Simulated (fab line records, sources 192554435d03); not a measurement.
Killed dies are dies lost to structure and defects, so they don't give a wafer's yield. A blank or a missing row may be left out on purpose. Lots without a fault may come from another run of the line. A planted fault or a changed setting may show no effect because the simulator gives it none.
Chamber matching | flow n5_finfet | N5_BEOL_M11_PECVD_70 on pecvd-04: 3 sister chambers
The step deposits SiO2 from TEOS/O2, target thk 20 nm, time 22.7 s. 3 wafers are shown with their chamber, then 9 later ones without.

WAFERS WITH THEIR CHAMBER
wafer  | chamber | throttle_valve_pct (%)
L091.4 | 1       | 22.8
L091.5 | 0       | 20.9
L091.6 | 2       | 21.3

WAFERS WITHOUT THEIR CHAMBER
wafer  | throttle_valve_pct (%)
L092.2 | 22.9
L092.3 | 20.8
L092.5 | 21.4
L095.3 | 20.8
L095.4 | 21.4
L095.5 | 22.7
L096.3 | 22.8
L096.5 | 20.9
L096.6 | 21.3

WHICH CHAMBER EACH WENT THROUGH
wafer  | from the rows above | in truth
L092.2 | 1                   | 1
L092.3 | 0                   | 0
L092.5 | 2                   | 2
L095.3 | 0                   | 0
L095.4 | 2                   | 2
L095.5 | 1                   | 1
L096.3 | 1                   | 1
L096.5 | 0                   | 0
L096.6 | 2                   | 2
Placed correctly: 9 of 9. Can't be placed from these rows: 0. Placed wrongly: 0.
How it was worked out, from the rows above alone: a wafer's distance from a chamber is the root of the sum, over the readings, of the square of ((its reading less the chamber's mean) divided by the reading's scatter). The wafer belongs to the nearest chamber; if the next one is less than 2 further off, it can't be placed. A chamber's mean is the mean of its shown wafers. The scatter: with one shown wafer a chamber, the root of the mean of the squares of how far each hidden wafer lies from its nearest shown one.
